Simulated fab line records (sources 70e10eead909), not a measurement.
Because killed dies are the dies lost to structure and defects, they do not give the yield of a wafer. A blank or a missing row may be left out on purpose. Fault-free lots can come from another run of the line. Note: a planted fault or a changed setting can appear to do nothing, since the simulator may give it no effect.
fab line records	flow nand_harc
[record] lots = 7	wafers = 19	last_day = 33
route steps=1302 shown A_CHANNEL_HOLE_D1@480 A_CHANNEL_FILL_D1@490 END@1302
lots with no fault: from the same line, run without faults
start_h: hours from the record's first day to the start of the lot's first wafer shown	wait_h: hours elapsed since this lot's preceding step	" repeats the value in the row above	L1.1+2: one row covering several wafers at once	- no value, or no start was given	* or withheld: withheld	< > ~ a bound
route shown NAME@n: a module of which the file shows steps, and the number in the route of the first	usual: mean/standard deviation of fault-free wafers	same: alike in all rows	chamber/n: place in a boat	sites: readings site by site	_std_site: their standard deviation	_edge_site: inner sites' mean taken away from outer sites' mean	radius_mm: how far each site lies from the wafer's centre	mask NAME#n: copy n	behind: tool/chamber where the wafer was last shaped	hold: what put the lot on hold/how long, in hours/how the hold closed	device: the n, p or np transistor that did not switch	end of line: the route-end tests of the same wafers	a step given without rows: its recipe and nothing more	killed: at the first sort, the dies lost to defects and structure; wafer yield is something else	map: dies across one wafer; x = killed, . = not, _ = none there
set.NAME: the setting that was run; set.NAME@STEP: the one run at that earlier step	model.NAME: the simulator's own value behind a step, which no gauge read
a table for each step, a row for each wafer; lots at some steps of the route
services: from which hour (start_h, from the record's first day; less than 0 if before it) a tool's chamber was out of use, for how many hours, and why
[[steps]]
[step NHARC_A_CHANNEL_HOLE_D1_STRIP_41]
[recipe] n2_flow_sccm = 150	h2_flow_sccm = 150	ar_flow_sccm = 0	bias_w = 0	chemistry = N2/H2
[step NHARC_A_CHANNEL_HOLE_D1_STRIP_42]
[recipe] cf4_flow_sccm = 100	chf3_flow_sccm = 30	ar_flow_sccm = 0	bias_w = 0	chemistry = CF4/CHF3
[step NHARC_A_CHANNEL_HOLE_D1_STRIP_43]
[recipe] o2_flow_sccm = 400	cos_flow_sccm = 20	ar_flow_sccm = 0	bias_w = 0	chemistry = O2/COS
[step NHARC_A_CHANNEL_HOLE_D1_ETCH_44]
[recipe] target_depth_a = 1400	overetch_a = 140	time_s = 77	ion_energy_ev = 100	cf4_flow_sccm = 80	o2_flow_sccm = 20	ar_flow_sccm = 0	rf_w = 300	bias_w = 100	chemistry = CF4/O2
[usual] drypump_motor_current_A = 5.9/0.41	oes_product_au = 0.999/0.008	rf_vpp_V = 198.0/1.2	showerhead_plenum_p_Torr = 1.34/0.037	throttle_valve_pct = 13.398/0.0098
lot.wafer	tool	chamber	start_h	wait_h	drypump_motor_current_A	oes_product_au	rf_hours_counter_h	rf_vpp_V	showerhead_plenum_p_Torr	throttle_valve_pct
L216.4	rie_diel-13	0	198.44	0.1	6.5	0.999	-	197.3	1.31	13.400
L216.6	"	1	"	"	6.6	1.000	-	198.0	1.39	13.405
L216.5	"	3	"	"	5.7	0.995	-	195.9	1.25	13.386
L218.1	rie_diel-11	3	207.58	0.1	5.9	1.000	10	199.1	1.38	13.400
L218.3	"	1	"	"	5.5	1.004	11	198.4	1.34	13.393
L218.4	"	3	"	"	5.9	0.992	-	198.2	1.38	13.417
L223.5	rie_diel-11	1	283.67	0.1	5.5	1.012	-	197.7	1.34	13.394
L223.6	"	2	"	"	5.8	0.987	-	197.5	1.31	13.400
L224.3	rie_diel-11	3	287.83	0.1	5.9	0.994	1	198.0	1.38	13.390
L224.5	"	1	"	"	5.5	1.003	-	196.9	1.34	13.389
L226.3	rie_diel-11	0	297.77	0.0	6.4	1.001	4	198.9	1.34	13.416
L226.2	"	1	"	"	5.5	1.009	3	197.8	1.34	13.400
L226.4	"	3	"	"	5.9	0.993	4	198.3	1.38	13.403
L233.2	rie_diel-11	3	371.68	0.1	5.9	1.003	10	198.7	1.38	13.408
L233.1	"	0	"	"	6.4	0.993	10	197.6	1.34	13.394
L233.3	"	1	"	"	5.5	1.006	9	197.9	1.33	13.392
L236.3	rie_diel-13	1	412.11	0.1	6.6	1.002	22	199.4	1.37	13.398
L236.6	"	1	"	"	6.6	0.995	-	198.2	1.37	13.408
L236.5	"	2	"	"	4.8	1.000	-	195.5	1.28	13.398
[step NHARC_A_CHANNEL_HOLE_D1_STRIP_27]
[recipe] o2_flow_sccm = 500	ar_flow_sccm = 0	bias_w = 0	chemistry = O2
[usual] drypump_motor_current_A = 5.9/0.42	oes_product_au = 1.001/0.009	rf_vpp_V = 57.8/0.86	showerhead_plenum_p_Torr = 3.55/0.096	throttle_valve_pct = 17.036/0.0087
lot.wafer	tool	chamber	start_h	wait_h	drypump_motor_current_A	oes_product_au	rf_hours_counter_h	rf_vpp_V	showerhead_plenum_p_Torr	throttle_valve_pct
L216.4	rie_diel-13	3	-	-	5.7	1.000	-	57.0	3.32	17.036
L216.6	"	0	"	"	6.5	1.002	-	56.8	3.45	17.028
L216.5	"	1	"	"	6.6	1.010	-	58.1	3.65	17.015
L218.1	rie_diel-11	0	-	-	6.4	1.005	10	57.1	3.56	17.038
L218.3	"	1	"	"	5.5	1.012	11	57.7	3.54	17.040
L218.4	"	0	"	"	6.5	1.010	-	58.6	3.56	17.037
L223.5	rie_diel-11	0	-	-	6.4	0.988	-	57.2	3.55	17.053
L223.6	"	1	"	"	5.5	0.995	-	58.8	3.53	17.029
L224.3	rie_diel-11	0	-	-	6.4	0.993	2	57.5	3.55	17.035
L224.5	"	0	"	"	6.4	1.014	-	57.3	3.55	17.045
L226.2	rie_diel-11	3	-	-	5.9	1.005	4	57.9	3.65	17.045
L226.3	"	0	"	"	6.3	0.996	4	55.9	3.55	17.041
L226.4	"	1	"	"	5.5	1.013	3	59.2	3.53	17.029
L233.3	rie_diel-11	3	-	-	5.9	1.014	10	58.1	3.64	17.050
L233.2	"	0	"	"	6.5	0.995	10	58.3	3.55	17.041
L233.1	"	1	"	"	5.5	1.002	9	57.4	3.53	17.038
L236.3	rie_diel-13	3	-	-	5.7	1.002	17	58.3	3.80	17.026
L236.5	"	1	"	"	6.6	0.996	-	58.4	3.61	17.041
L236.6	"	2	"	"	4.8	0.992	-	57.5	3.39	17.038
[step NHARC_A_CHANNEL_HOLE_D1_PRECLEAN_28]
[recipe] time_s = *	temp_c = 50	bath_age_min = 0	chemistry = SC1
[step NHARC_A_CHANNEL_HOLE_D1_SRD_29]
[step NHARC_A_CHANNEL_HOLE_D1_CD_MEAS_30]
[usual] cd_nm = 90.5/1
lot.wafer	tool	chamber	start_h	wait_h	cd_nm
L216.4	cd_sem-03	-	199.34	-	91.9
L216.5	"	-	"	"	92.3
L216.6	"	-	"	"	90.9
L218.1	cd_sem-03	-	208.53	0.1	91.6
L218.3	"	-	"	"	91.5
L218.4	"	-	"	"	90.6
L223.5	cd_sem-01	-	284.50	-	89.1
L223.6	"	-	"	"	89.9
L224.3	cd_sem-03	-	288.63	-	88.1
L224.5	"	-	"	"	89.3
L226.2	cd_sem-02	-	298.58	-	89.2
L226.3	"	-	"	"	90.5
L226.4	"	-	"	"	88.9
L233.1	cd_sem-01	-	372.47	-	90.8
L233.2	"	-	"	"	90.1
L233.3	"	-	"	"	90.2
L236.3	cd_sem-03	-	412.92	-	91.2
L236.5	"	-	"	"	91.3
L236.6	"	-	"	"	90.5
[step NHARC_A_CHANNEL_HOLE_D1_XSEM_31]
[recipe] landing_energy_ev = 35000
[usual] bot_cd_nm = 75.1/1.1	bow_nm = 8.6/0.33	tilt_deg = 0.06/0.036
lot.wafer	tool	chamber	start_h	wait_h	bot_cd_nm	bow_nm	tilt_deg
L216.4	xsem-02	0	199.43	0.1	75.8	8.6	0.10
L216.5	"	0	"	"	76.6	8.6	0.10
L216.6	"	0	"	"	75.2	8.6	0.10
L218.1	xsem-02	0	208.63	0.1	76.9	8.6	0.11
L218.3	"	0	"	"	75.9	8.6	0.12
L218.4	"	0	"	"	75.2	8.5	0.11
L223.5	xsem-02	0	284.60	0.1	73.7	8.3	0.06
L223.6	"	0	"	"	74.4	8.2	0.06
L224.3	xsem-02	0	288.72	0.1	73.4	9.1	0.05
L224.5	"	0	"	"	74.4	9.0	0.05
L226.2	xsem-02	0	298.67	0.1	72.3	8.3	0.04
L226.3	"	0	"	"	75.1	8.3	0.04
L226.4	"	0	"	"	73.3	8.3	0.04
L233.1	xsem-01	0	372.55	0.1	75.3	8.5	0.06
L233.2	"	0	"	"	75.3	8.5	0.06
L233.3	"	0	"	"	74.5	8.5	0.06
L236.3	xsem-01	0	413.00	0.1	75.3	8.6	0.03
L236.5	"	0	"	"	76.3	8.7	0.03
L236.6	"	0	"	"	75.1	8.6	0.03
[step NHARC_A_CHANNEL_HOLE_D1_INSPECT_40]
[usual] raw_defect_count = 65/26
lot.wafer	tool	chamber	start_h	wait_h	raw_defect_count
L216.4	defect_inspect-01	-	199.52	-	42
L216.5	"	-	"	"	45
L216.6	"	-	"	"	28
L218.1	defect_inspect-02	-	208.72	-	32
L218.3	"	-	"	"	45
L218.4	"	-	"	"	27
L223.5	defect_inspect-01	-	284.68	-	36
L223.6	"	-	"	"	34
L224.3	defect_inspect-01	-	288.82	-	56
L224.5	"	-	"	"	53
L226.2	defect_inspect-02	-	298.77	-	39
L226.3	"	-	"	"	43
L226.4	"	-	"	"	30
L233.1	defect_inspect-02	-	372.65	-	65
L233.2	"	-	"	"	86
L233.3	"	-	"	"	90
L236.3	defect_inspect-02	-	413.10	-	76
L236.5	"	-	"	"	44
L236.6	"	-	"	"	48
[step NHARC_A_CHANNEL_FILL_D1_PRECLEAN_00]
[recipe] time_s = *	temp_c = 50	bath_age_min = 0	chemistry = SC1
[step NHARC_A_CHANNEL_FILL_D1_SRD_01]
[step NHARC_A_CHANNEL_FILL_D1_ALD_02]
[recipe] target_thk_a = 60	pulse_time_s = 10	ald_cycles = 60	temp_c = 300	material = SiO2
[usual] ald_cycles = 60/0	heater_power_w = 478/39	precursor_pulse_height_rel = 0.999/0.018
lot.wafer	tool	chamber	start_h	wait_h	ald_cycles	heater_power_w	precursor_pulse_height_rel
L216.4	ald_hk-02	3	199.92	-	60	439	0.995
L216.5	"	0	"	"	60	543	1.011
L216.6	"	1	"	"	60	430	1.022
L218.3	ald_hk-01	0	208.99	-	60	487	0.991
L218.1	"	1	"	"	60	436	0.988
L218.4	"	2	"	"	60	478	0.986
L223.5	ald_hk-02	0	285.16	-	72	549	0.994
L223.6	"	1	"	"	60	421	1.027
L224.3	ald_hk-02	1	289.01	-	72	426	0.997
L224.5	"	1	"	"	72	430	0.995
L226.3	ald_hk-02	0	298.96	-	72	536	1.013
L226.2	"	1	"	"	60	429	1.003
L226.4	"	3	"	"	60	440	1.001
L233.3	ald_hk-04	0	372.85	-	60	489	1.012
L233.2	"	1	"	"	60	433	1.015
L233.1	"	2	"	"	60	487	0.986
L236.3	ald_hk-04	2	413.41	0.2	60	481	0.981
L236.5	"	1	"	"	60	424	1.002
L236.6	"	2	"	"	60	480	0.997
[step NHARC_A_CHANNEL_FILL_D1_ALD_03]
[recipe] target_thk_a = 60	pulse_time_s = 60	ald_cycles = 58	temp_c = 630	pressure_torr = 2	material = SiNx
[usual] ald_cycles = 58/0	precursor_pulse_height_rel = 1.004/0.02
lot.wafer	tool	chamber	start_h	wait_h	ald_cycles	precursor_pulse_height_rel
L216.4	ald_sin_batch-03	0	-	-	58	1.020
L216.5	"	0	"	"	58	0.996
L216.6	"	0	"	"	58	1.004
L218.1	ald_sin_batch-02	0	-	-	58	1.039
L218.3	"	0	"	"	58	0.984
L218.4	"	0	"	"	58	1.004
L223.5	ald_sin_batch-03	0	-	-	58	0.989
L223.6	"	0	"	"	58	1.012
L224.3	ald_sin_batch-01	0	-	-	58	1.017
L224.5	"	0	"	"	58	1.031
L226.2	ald_sin_batch-02	0	-	-	58	0.975
L226.3	"	0	"	"	58	0.991
L226.4	"	0	"	"	58	0.995
L233.1	ald_sin_batch-02	0	-	-	58	0.991
L233.2	"	0	"	"	58	1.020
L233.3	"	0	"	"	58	1.003
L236.3	ald_sin_batch-02	0	-	-	58	0.999
L236.5	"	0	"	"	58	1.006
L236.6	"	0	"	"	58	1.004
[step NHARC_END_SORT_01]
[recipe] temp_c = 25
[usual] killed_at_array = 50/14	killed_at_other = 0.9/1	killed_at_periphery = 3.9/2.5	killed_dies = 55/15	killed_open = 3.5/1.9	killed_short = 2.5/1.7
[same] gross_dies = 677
lot.wafer	tool	chamber	start_h	wait_h	killed_at_array	killed_at_other	killed_at_periphery	killed_dies	killed_open	killed_short
L218.1	prober-01	0	575.38	2.5	21	2	1	24	1	2
L218.3	prober-01	0	576.97	3.1	23	1	6	30	5	2
L218.4	prober-01	0	577.76	3.4	22	2	5	29	4	3
L216.4	prober-02	0	577.82	3.4	47	1	1	49	3	2
L216.5	prober-02	0	578.61	3.7	57	0	1	58	2	7
L216.6	prober-02	0	579.41	4.0	51	2	5	58	6	7
L224.3	prober-02	0	673.08	3.1	45	1	5	51	2	5
L224.5	prober-02	0	674.70	3.7	43	1	2	46	2	2
// killed by level:class
L218.1 A_CHANNEL_HOLE_D2:chamber_film_flake=7 A_M1:chamber_film_flake=4 A_CHANNEL_HOLE_D1:chamber_film_flake=3 A_CONTACT:chamber_film_flake=3 THIN_TSV:chamber_film_flake=2 P_M2:geometric_particle:short=1 A_CHANNEL_HOLE_D1:geometric_particle:open=1 A_WL_FILL:geometric_particle:short=1
L218.3 A_CHANNEL_HOLE_D2:chamber_film_flake=5 A_CONTACT:chamber_film_flake=3 A_M1:chamber_film_flake=3 A_CHANNEL_HOLE_D2:geometric_particle:open=2 P_CONTACT:chamber_film_flake=2 A_CHANNEL_FILL_D1:chamber_film_flake=2 A_STAIRCASE:chamber_film_flake=2 P_M0:geometric_particle:open=1
L218.4 A_CHANNEL_HOLE_D2:chamber_film_flake=6 A_CHANNEL_FILL_D1:chamber_film_flake=3 P_M0:geometric_particle:open=2 A_CHANNEL_HOLE_D1:chamber_film_flake=2 A_STAIRCASE:chamber_film_flake=2 A_CONTACT:chamber_film_flake=2 A_M1:chamber_film_flake=2 THIN_TSV:chamber_film_flake=2
L216.4 A_SLIT:chamber_film_flake=20 A_CHANNEL_HOLE_D2:chamber_film_flake=17 A_ZERO_WELL:chamber_film_flake=2 A_ONON_D2:geometric_particle:open=1 A_WL_FILL:geometric_particle:short=1 A_M0:geometric_particle:open=1 A_M0:geometric_particle:short=1 A_M1:geometric_particle:open=1
L216.5 A_SLIT:chamber_film_flake=21 A_CHANNEL_HOLE_D2:chamber_film_flake=13 A_WL_FILL:geometric_particle:short=3 A_WL_FILL:chamber_film_flake=3 A_SGD_CUT:chamber_film_flake=3 A_CHANNEL_HOLE_D1:chamber_film_flake=2 A_STAIRCASE:chamber_film_flake=2 A_CONTACT:chamber_film_flake=2
L216.6 A_SLIT:chamber_film_flake=26 A_CHANNEL_HOLE_D2:chamber_film_flake=13 A_WL_FILL:geometric_particle:short=3 P_CONTACT:geometric_particle:open=2 A_M0:geometric_particle:open=2 A_ONON_D2:geometric_particle:short=1 A_CHANNEL_FILL_D2:geometric_particle:open=1 A_CHANNEL_FILL_D2:geometric_particle:short=1
L224.3 A_SLIT:chamber_film_flake=29 A_CHANNEL_HOLE_D1:chamber_film_flake=5 A_CONTACT:chamber_film_flake=4 P_ZERO_WELL:chamber_film_flake=2 P_STI:geometric_particle:short=1 P_CONTACT:geometric_particle:open=1 P_M0:geometric_particle:short=1 A_CHANNEL_FILL_D1:geometric_particle:short=1
L224.5 A_SLIT:chamber_film_flake=28 A_CHANNEL_HOLE_D2:chamber_film_flake=6 A_STAIRCASE:chamber_film_flake=3 A_CONTACT:chamber_film_flake=3 P_GATE:geometric_particle:open=1 P_CONTACT:geometric_particle:short=1 A_CHANNEL_FILL_D1:geometric_particle:short=1 A_BLC:geometric_particle:open=1
[[services]]
tool	chamber	start_h	hours	kind
rie_diel-11	0	185.50	-	clean
rie_diel-11	1	185.50	-	clean
rie_diel-11	2	185.50	-	clean
rie_diel-11	3	185.50	-	clean
rie_diel-13	2	197.28	7.4	repair
rie_diel-11	2	206.41	6.2	repair
rie_diel-11	0	210.00	-	clean
rie_diel-11	1	210.00	-	clean
rie_diel-11	3	210.00	-	clean
rie_diel-13	3	219.62	10.5	repair
rie_diel-11	1	244.97	5.7	repair
ald_hk-04	-	254.06	10.0	pm
rie_diel-11	-	255.50	9.0	pm
rie_diel-13	-	256.49	0.2	repair
ald_sin_batch-02	-	266.00	26.0	pm
xsem-01	-	284.33	0.4	repair
ald_hk-01	-	299.13	10.0	pm
rie_diel-11	-	302.14	0.7	repair
xsem-02	-	313.04	2.2	repair
rie_diel-13	0	316.76	33.3	repair
rie_diel-13	3	320.42	9.8	repair
rie_diel-13	-	344.54	9.0	pm
xsem-01	-	374.00	14.0	pm
xsem-01	-	405.39	5.9	repair
[[key]]
[first_sign] step = NHARC_A_CHANNEL_FILL_D1_ALD_02	reading = ald_cycles	direction = up	sigmas = 99+	usual = 60	struck = 72
effect none on later readings
met_at NHARC_A_CHANNEL_FILL_D1_ALD_02
struck_wafers L223.5,L224.3,L224.5,L226.3
tester_left_out L223,L224,L226
onset_between 199.92 285.16
[fault] kind = process_parameter_drift	tool = ald_hk-02	chamber = -	onset_h = 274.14	steps = NHARC_A_CHANNEL_FILL_D1_ALD_02	channel = ald_cycles	offset = 12	shape = step	end_h = 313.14	scope = struck_wafers_only	acts_in = these_recipes_only	stated = 60
// tester_left_out: of these lots the tester's yield and bins aren't shown, on N5 and GAA mostly nor the transistor test; their killed dies are dies lost to structure and defects alone, not to doping, threshold or leakage, so they don't give the yield
